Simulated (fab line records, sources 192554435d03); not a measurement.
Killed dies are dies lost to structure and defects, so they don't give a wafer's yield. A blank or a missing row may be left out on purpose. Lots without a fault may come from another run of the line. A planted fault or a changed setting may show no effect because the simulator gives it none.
Split-lot experiment | flow n5_finfet | 7 lots, 39 wafers read, on a route of 1938 steps

THE SPLIT
At N5_WELL_APT_IMPLANT_15, the setting energy_kev was moved away from the recipe's 25 on 15 of the 39 wafers read, by -15.0% to +13.8%. The other wafers ran this setting at the recipe's value.

The reading is taken at the split's own step.

THE READING
implant.drp_nm (the simulator's own value, which no gauge read), in nm, at N5_WELL_APT_IMPLANT_15. The file gives no usual value for it.

wafer  | tool, chamber at the split | energy_kev as run | against the recipe | implant.drp_nm, nm | against lot-mates on the recipe
L078.1 | implanter-02, 0            | 21.24             | -15.0%             | 7.542              | -0.915
L078.3 | implanter-02, 0            | 21.24             | -15.0%             | 7.542              | -0.915
L078.6 | implanter-02, 0            | 21.24             | -15.0%             | 7.542              | -0.915
L078.2 | implanter-02, 0            | 25                | recipe             | 8.457              | -
L078.4 | implanter-02, 0            | 25                | recipe             | 8.457              | -
L078.5 | implanter-02, 0            | 25                | recipe             | 8.457              | -
L082.1 | implanter-02, 0            | 25                | recipe             | 8.457              | -
L082.2 | implanter-02, 0            | 25                | recipe             | 8.457              | -
L082.5 | implanter-02, 0            | 25                | recipe             | 8.457              | -
L082.3 | implanter-02, 0            | 24                | -4.0%              | 8.217              | -0.240
L082.4 | implanter-02, 0            | 24                | -4.0%              | 8.217              | -0.240
L082.6 | implanter-02, 0            | 24                | -4.0%              | 8.217              | -0.240
L083.1 | implanter-02, 0            | 25                | recipe             | 8.457              | -
L083.3 | implanter-02, 0            | 25                | recipe             | 8.457              | -
L083.5 | implanter-02, 0            | 25                | recipe             | 8.457              | -
L083.2 | implanter-02, 0            | 28.15             | +12.6%             | 9.206              | +0.749
L083.4 | implanter-02, 0            | 28.15             | +12.6%             | 9.206              | +0.749
L083.6 | implanter-02, 0            | 28.15             | +12.6%             | 9.206              | +0.749
L092.1 | implanter-01, 0            | 25                | recipe             | 8.457              | -
L092.2 | implanter-01, 0            | 25                | recipe             | 8.457              | -
L092.3 | implanter-01, 0            | 25                | recipe             | 8.457              | -
L092.4 | implanter-01, 0            | 25                | recipe             | 8.457              | -
L092.5 | implanter-01, 0            | 25                | recipe             | 8.457              | -
L092.6 | implanter-01, 0            | 25                | recipe             | 8.457              | -
L093.1 | implanter-01, 0            | 25                | recipe             | 8.457              | -
L093.3 | implanter-01, 0            | 25                | recipe             | 8.457              | -
L093.6 | implanter-01, 0            | 25                | recipe             | 8.457              | -
L093.2 | implanter-01, 0            | 28.44             | +13.8%             | 9.274              | +0.817
L093.4 | implanter-01, 0            | 28.44             | +13.8%             | 9.274              | +0.817
L093.5 | implanter-01, 0            | 28.44             | +13.8%             | 9.274              | +0.817
L095.3 | implanter-01, 0            | 25                | recipe             | 8.457              | -
L095.4 | implanter-01, 0            | 25                | recipe             | 8.457              | -
L095.5 | implanter-01, 0            | 25                | recipe             | 8.457              | -
L097.1 | implanter-01, 0            | 26.93             | +7.7%              | 8.918              | +0.461
L097.2 | implanter-01, 0            | 26.93             | +7.7%              | 8.918              | +0.461
L097.6 | implanter-01, 0            | 26.93             | +7.7%              | 8.918              | +0.461
L097.3 | implanter-01, 0            | 25                | recipe             | 8.457              | -
L097.4 | implanter-01, 0            | 25                | recipe             | 8.457              | -
L097.5 | implanter-01, 0            | 25                | recipe             | 8.457              | -

THE FIT
A straight line over all 39 wafers: implant.drp_nm changes by +0.06 nm for each +1% of energy_kev; r = +1.00; the points scatter about the line by 0.0042 nm.
The same after taking each lot's own level away (the mean of its wafers on the recipe; 39 wafers): +0.06 nm for each +1%; r = +1.00; scatter 0.0042 nm.
On that fit, the largest move of energy_kev shifts the reading by 0.9 nm.
The lots' own levels span 8.4570 to 8.4570 nm.
So the lot-to-lot level changes the slope little: the two slopes agree.
Check: with one of the wafers moved furthest among these (-15.0%) left out of the fit, the line predicts -0.903 nm for it against its lot-mates. It came out at -0.915 nm against them.

THE WHOLE CHAIN: every reading that the file lists as answering this split, in the file's order
step                   | what it does | reading                                                         | change (the file's fit)                | r (the file's)
N5_WELL_APT_IMPLANT_15 |              | implant.rp_nm (the simulator's own value, which no gauge read)  | +0.139 nm for each +1% of the setting  | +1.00
N5_WELL_APT_IMPLANT_15 |              | implant.drp_nm (the simulator's own value, which no gauge read) | +0.0599 nm for each +1% of the setting | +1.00

THE FILE'S OWN FIT
implant.drp_nm changes by +0.0599 nm for each +1% of energy_kev, r = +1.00.
